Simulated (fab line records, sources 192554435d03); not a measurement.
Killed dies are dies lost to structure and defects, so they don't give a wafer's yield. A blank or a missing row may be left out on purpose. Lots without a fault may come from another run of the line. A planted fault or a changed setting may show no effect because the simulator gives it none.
Which tool did it? | flow n5_finfet | 9 lots, 27 wafers sampled, at 6 steps of a route of 1938

WHAT THE GAUGES READ, wafer by wafer
N5_BEOL_M2_OCD_MEAS_38. Usual: trench_depth_nm 55.5 nm, standard deviation 0.87.
lot  | measured     | on     | trench_depth_nm (nm) | flag
L206 | day 7 14:14  | ocd-01 | 55.3 56.7 54.4       |
L208 | day 7 16:20  | ocd-02 | 55.3 54.2 55.5       |
L210 | day 8 00:35  | ocd-01 | 55.4 57.4 55.8       |
L215 | day 10 04:58 | ocd-02 | 54.0 55.5 54.8       |
L216 | day 10 09:35 | ocd-01 | 57.1 51.3 56.3       |
L223 | day 11 13:22 | ocd-02 | 56.2 54.9 53.8       |
L225 | day 11 22:08 | ocd-02 | 55.0 54.5 54.6       |
L226 | day 12 02:57 | ocd-02 | 55.5 56.9 54.8       |
L228 | day 13 09:14 | ocd-01 | 54.6 55.5 56.6       |

N5_BEOL_M4_RC_MEAS_101. Usual: DIBL_N 36.3 mV/V, standard deviation 1.6; DIBL_P 36.5 mV/V, standard deviation 1.6; IOFF_N 0.163 nA/um, standard deviation 0.026; IOFF_P 0.22 nA/um, standard deviation 0.033; ION_N 676 uA/um, standard deviation 9.9; ION_P 464 uA/um, standard deviation 6.5; SS_N 71.5 mV/dec, standard deviation 0.5; SS_P 73.3 mV/dec, standard deviation 0.64; VT_N 249.3 mV, standard deviation 2.9; VT_P -250 mV, standard deviation 3.2.
lot  | measured     | on        | DIBL_N (mV/V)  | DIBL_P (mV/V)  | IOFF_N (nA/um)    | IOFF_P (nA/um) | ION_N (uA/um) | ION_P (uA/um) | SS_N (mV/dec)  | SS_P (mV/dec)  | VT_N (mV)         | VT_P (mV)      | flag
L206 | day 9 01:08  | prober-01 | 37.5 38.1 38.2 | 36.8 38.0 38.0 | 0.167 0.175 0.187 | 0.23 0.25 0.26 | 666 671 680   | 457 462 468   | 71.6 71.3 72.5 | 74.2 73.7 74.3 | 248.8 248.0 248.9 | -249 -244 -246 |
L208 | day 9 08:10  | prober-01 | 34.8 33.5 34.9 | 36.6 34.8 36.3 | 0.169 0.140 0.165 | 0.20 0.17 0.20 | 691 672 692   | 466 467 471   | 71.5 71.0 70.9 | 73.7 72.9 74.6 | 249.6 250.4 247.7 | -250 -251 -251 |
L210 | day 9 16:22  | prober-02 | 36.9 37.0 35.6 | 37.9 38.1 36.5 | 0.179 0.182 0.160 | 0.22 0.22 0.20 | 673 688 697   | 463 466 464   | 71.6 71.7 70.8 | 74.8 73.9 74.3 | 245.1 246.4 248.8 | -251 -250 -253 |
L215 | day 11 14:23 | prober-02 | 35.7 36.0 35.3 | 36.2 36.5 35.6 | 0.166 0.165 0.152 | 0.22 0.22 0.21 | 674 677 667   | 464 463 458   | 71.5 70.5 71.2 | 73.8 73.2 73.4 | 249.9 250.0 250.9 | -248 -248 -249 |
L216 | day 11 17:46 | prober-01 | 35.7 33.8 35.4 | 35.7 33.9 36.0 | 0.159 0.133 0.158 | 0.22 0.20 0.23 | 679 664 672   | 465 467 460   | 71.2 70.5 71.8 | 73.0 72.6 73.0 | 248.4 249.7 250.1 | -249 -249 -248 |
L223 | day 12 18:37 | prober-01 | 37.5 35.4 36.4 | 35.8 34.7 35.1 | 0.166 0.140 0.143 | 0.21 0.20 0.20 | 678 668 668   | 463 462 460   | 71.2 71.3 71.1 | 73.0 72.8 72.6 | 249.6 248.2 247.9 | -249 -251 -252 |
L225 | day 13 16:11 | prober-01 | 38.4 35.0 35.9 | 42.3 37.9 38.6 | 0.213 0.145 0.164 | 0.29 0.21 0.23 | 685 680 682   | 470 470 471   | 72.8 70.8 71.5 | 74.2 72.1 72.9 | 246.6 248.1 250.8 | -245 -250 -249 |
L226 | day 13 21:23 | prober-01 | 35.9 35.8 35.9 | 35.8 36.3 36.1 | 0.146 0.143 0.152 | 0.20 0.20 0.20 | 667 671 675   | 459 467 462   | 71.0 71.2 71.4 | 73.1 73.1 72.5 | 253.6 250.4 251.3 | -251 -253 -254 |
L228 | day 14 08:29 | prober-01 | 36.3 36.5 38.5 | 35.8 35.5 39.0 | 0.173 0.165 0.217 | 0.24 0.23 0.30 | 681 671 696   | 463 462 473   | 71.5 72.0 72.0 | 73.2 74.0 74.1 | 246.1 247.7 243.8 | -246 -246 -245 |

WHICH TOOL RAN EACH LOT (tool, then ch and the chambers of the sampled wafers, then the start)
lot  | N5_BEOL_M2_TRENCH_ETCH_37          | N5_BEOL_M2_ETCH_41                            | N5_BEOL_M2_ALD_84                   | N5_BEOL_M2_SURFACE_TREAT_85
L206 | rie_diel-01 ch 1,2,3, day 7 14:05  | rie_diel-01 ch 1,2,3, day 7 14:14 or earlier  | ald_metal-02 ch 0,3, day 7 15:31    | pvd_sputter-01, day 7 15:49
L208 | rie_diel-03 ch 0,2,3, day 7 16:11  | rie_diel-03 ch 0,2,3, day 7 16:20 or earlier  | ald_metal-03 ch 0,2,3, day 7 16:49  | pvd_sputter-02, day 7 17:16
L210 | rie_diel-04 ch 0,3, day 8 00:26    | rie_diel-04 ch 0,3, day 8 00:35 or earlier    | ald_metal-02 ch 0,2, day 8 01:10    | pvd_sputter-03, day 8 01:37
L215 | rie_diel-01 ch 0,1,2, day 10 04:48 | rie_diel-01 ch 0,1,2, day 10 04:58 or earlier | ald_metal-04 ch 2,3, day 10 05:38   | pvd_sputter-01, day 10 07:29
L216 | rie_diel-03 ch 0,1,3, day 10 09:25 | rie_diel-03 ch 0,1,3, day 10 09:35 or earlier | ald_metal-02 ch 0,1,2, day 10 10:12 | pvd_sputter-02, day 10 10:28
L223 | rie_diel-01 ch 0,2,3, day 11 13:13 | rie_diel-01 ch 0,2,3, day 11 13:22 or earlier | ald_metal-02 ch 0,1,3, day 11 13:42 | pvd_sputter-01, day 11 14:01
L225 | rie_diel-04 ch 1,2,3, day 11 21:59 | rie_diel-04 ch 1,2,3, day 11 22:08 or earlier | ald_metal-04 ch 0,1,2, day 11 22:59 | pvd_sputter-01, day 11 23:26
L226 | rie_diel-01 ch 0,1, day 12 02:48   | rie_diel-01 ch 0,1, day 12 02:57 or earlier   | ald_metal-02 ch 1,3, day 12 06:29   | pvd_sputter-03, day 12 06:54
L228 | rie_diel-01 ch 0,1, day 13 09:05   | rie_diel-01 ch 0,1, day 13 09:14 or earlier   | ald_metal-03 ch 1,2, day 13 10:01   | pvd_sputter-02, day 13 10:28
- N5_BEOL_M2_TRENCH_ETCH_37: etches SiOC in C4F6/O2, target depth 55.555 nm, time 29.2 s.
- N5_BEOL_M2_ETCH_41: etches SiCN in CH3F/O2, target depth 29.9 nm, time 52.5 s.
- N5_BEOL_M2_ALD_84: deposits TaN, pulse time 2 s, purge time 3 s, co reactant purge time 2 s.
- N5_BEOL_M2_SURFACE_TREAT_85

WHAT THE TOOLS THEMSELVES READ (means of the sampled wafers that have a number; where no wafer has one, the mark that the record gives instead)
N5_BEOL_M2_TRENCH_ETCH_37. Usual: C4F6_flow_sccm 10.00 sccm, standard deviation 0.031; drypump_motor_current_A 5.8 A, standard deviation 0.35; oes_product_au 0.79 a.u., standard deviation 0.077; rf_fwd_power_W 349.7 W, standard deviation 1.8; rf_vpp_V 666 V, standard deviation 6.7; showerhead_plenum_p_Torr 2.82 Torr, standard deviation 0.094; throttle_valve_pct 20.85 %, standard deviation 0.27.
lot  | tool        | C4F6_flow_sccm (sccm) | drypump_motor_current_A (A) | oes_product_au (a.u.) | rf_fwd_power_W (W) | rf_vpp_V (V) | showerhead_plenum_p_Torr (Torr) | throttle_valve_pct (%) | flag
L206 | rie_diel-01 | 9.99                  | 6.0                         | 0.73                  | 349.8              | 665          | 2.80                            | 20.87                  |
L208 | rie_diel-03 | 10.01                 | 5.5                         | 0.74                  | 350.5              | 667          | 2.83                            | 21.09                  |
L210 | rie_diel-04 | 9.99                  | 5.6                         | 0.85                  | 350.6              | 671          | 2.94                            | 20.84                  |
L215 | rie_diel-01 | 9.96                  | 6.0                         | 0.72                  | 350.3              | 667          | 2.79                            | 20.71                  |
L216 | rie_diel-03 | 10.01                 | 5.8                         | 0.85                  | 328.3              | 687          | 2.77                            | 20.75                  | OFF
L223 | rie_diel-01 | 9.99                  | 6.0                         | 0.75                  | 350.1              | 666          | 2.76                            | 20.78                  |
L225 | rie_diel-04 | 9.99                  | 5.8                         | 0.78                  | 349.2              | 673          | 2.99                            | 21.10                  |
L226 | rie_diel-01 | 10.01                 | 6.0                         | 0.84                  | 348.0              | 667          | 2.75                            | 20.50                  |
L228 | rie_diel-01 | 10.00                 | 6.1                         | 0.82                  | 349.9              | 668          | 2.74                            | 20.53                  |

N5_BEOL_M2_ETCH_41. Usual: drypump_motor_current_A 5.8 A, standard deviation 0.35; oes_product_au 0.79 a.u., standard deviation 0.078; rf_fwd_power_W 390.7 W, standard deviation 1.6; rf_vpp_V 296.9 V, standard deviation 1.5; showerhead_plenum_p_Torr 1.98 Torr, standard deviation 0.068; throttle_valve_pct 16.31 %, standard deviation 0.26.
lot  | tool        | drypump_motor_current_A (A) | oes_product_au (a.u.) | rf_fwd_power_W (W) | rf_vpp_V (V) | showerhead_plenum_p_Torr (Torr) | throttle_valve_pct (%) | flag
L206 | rie_diel-01 | 5.9                         | 0.72                  | 391.1              | 296.8        | 1.96                            | 16.37                  |
L208 | rie_diel-03 | 5.5                         | 0.73                  | 390.1              | 297.8        | 1.99                            | 16.57                  |
L210 | rie_diel-04 | 5.6                         | 0.85                  | 393.1              | 299.3        | 2.07                            | 16.24                  |
L215 | rie_diel-01 | 6.1                         | 0.73                  | 390.3              | 296.9        | 1.96                            | 16.24                  |
L216 | rie_diel-03 | 5.8                         | 0.86                  | 390.5              | 295.8        | 1.94                            | 16.20                  |
L223 | rie_diel-01 | 6.0                         | 0.75                  | 390.0              | 295.7        | 1.94                            | 16.27                  |
L225 | rie_diel-04 | 5.8                         | 0.78                  | 389.0              | 299.6        | 2.10                            | 16.52                  |
L226 | rie_diel-01 | 6.0                         | 0.85                  | 390.2              | 297.0        | 1.93                            | 16.00                  |
L228 | rie_diel-01 | 6.0                         | 0.83                  | 390.6              | 296.0        | 1.93                            | 16.02                  |

N5_BEOL_M2_ALD_84. Usual: heater_power_w 403 W, standard deviation 41.
lot  | tool         | heater_power_w (W) | flag
L206 | ald_metal-02 | 372                |
L208 | ald_metal-03 | 398                |
L210 | ald_metal-02 | 391                |
L215 | ald_metal-04 | 396                |
L216 | ald_metal-02 | 396                |
L223 | ald_metal-02 | 400                |
L225 | ald_metal-04 | 399                |
L226 | ald_metal-02 | 399                |
L228 | ald_metal-03 | 429                |

THE ANSWER, worked out from the rows above alone
Rule: a lot is off if the mean of its wafers that have a number lies more than 3 standard deviations from the usual mean. A lot without any number at a reading at which 4 lots or more have one is off too. The other lots that the step has rows for count as sound. The gauges are gone through in route order, then the tools' own readings, and for those a lot's mean is taken as printed above. The first step at which some lot is off is used, and at that step the reading that is off furthest; a lot without a number counts as furthest.
Off: L216, at N5_BEOL_M2_TRENCH_ETCH_37 (rf_fwd_power_W).
A tool fits if, at that step or a process step before it, it ran every lot that is off, and no sound lot after the first of them. One fits: rie_diel-03 at N5_BEOL_M2_TRENCH_ETCH_37. Its last sound lot is L208 (day 7 16:11), its first lot that is off L216 (day 10 09:25): a fault that began between those two fits.
The tool's own readings at N5_BEOL_M2_TRENCH_ETCH_37 bear it out: on the lots that are off they differ by more than 5 times the standard deviation of the sound lots' means. rf_fwd_power_W reads 328.3 W there against 349.8 W on the sound lots; rf_vpp_V reads 687 V there against 668 V on the sound lots.

WHAT THE SIMULATOR HAD PUT IN
Process parameter drift: rie_diel-03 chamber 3, from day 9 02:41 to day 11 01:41, at N5_BEOL_M2_TRENCH_ETCH_37. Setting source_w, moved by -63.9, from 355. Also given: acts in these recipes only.
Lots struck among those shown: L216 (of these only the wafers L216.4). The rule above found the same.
